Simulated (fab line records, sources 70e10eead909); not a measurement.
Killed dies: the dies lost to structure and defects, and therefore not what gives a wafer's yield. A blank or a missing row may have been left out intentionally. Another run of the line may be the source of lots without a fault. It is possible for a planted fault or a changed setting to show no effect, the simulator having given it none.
Matching of chambers | flow nand harc | NHARC_P_BONDPAD_CMP_19 on cmp-04 has 4 sister chambers
The step polishes, t overpolish 30 s, cu recess touch 16 s, target thk 160.81 nm. 8 wafers are shown with their chamber, then 8 later ones without.

== EACH WAFER AND ITS CHAMBER ==
wafer  | chamber | motor current A (A) | overpolish run s (s)
L074.1 | 0       | 14.0                | 30.012
L076.3 | 0       | 13.1                | 30.007
L081.2 | 1       | 12.2                | 29.989
L081.5 | 1       | 12.4                | 30.018
L087.1 | 3       | 10.9                | 30.013
L087.3 | 2       | 12.5                | 30.000
L087.6 | 2       | 12.7                | 29.995
L088.4 | 3       | 10.7                | 30.007

== WAFERS WITH NO CHAMBER GIVEN ==
wafer  | motor current A (A) | overpolish run s (s)
L088.5 | 13.2                | 29.995
L088.6 | 12.7                | 30.009
L094.2 | 12.4                | 29.985
L094.3 | 13.0                | 30.009
L094.4 | 12.4                | 29.986
L096.1 | 12.7                | 30.012
L096.4 | 11.4                | 29.985
L096.6 | 11.8                | 29.990

== EACH ONE'S CHAMBER ==
wafer  | from the rows above          | in truth
L088.5 | can't be placed: 0 or 2 or 1 | 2
L088.6 | can't be placed: 2 or 1 or 0 | 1
L094.2 | can't be placed: 2 or 1      | 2
L094.3 | can't be placed: 2 or 0 or 1 | 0
L094.4 | can't be placed: 2 or 1      | 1
L096.1 | can't be placed: 2 or 1 or 0 | 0
L096.4 | can't be placed: 3 or 1 or 2 | 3
L096.6 | can't be placed: 1 or 2 or 3 | 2
Correct placement for 0 of the 8. Unplaceable from these rows: 8, with the true chamber sitting among the candidates in 8. Placed wrongly: 0.
How it was worked out, from the rows above alone: a wafer's distance from a chamber is the root of the sum, over the readings, of the square of ((its reading less the chamber's mean) divided by the reading's scatter). The wafer belongs to the nearest chamber; if the next one is less than 2 further off, it can't be placed. A chamber's mean is the mean of its shown wafers. The scatter is the square root of a quotient: the sum, over the shown wafers, of each reading's squared deviation from its chamber's mean, divided by wafers minus chambers.
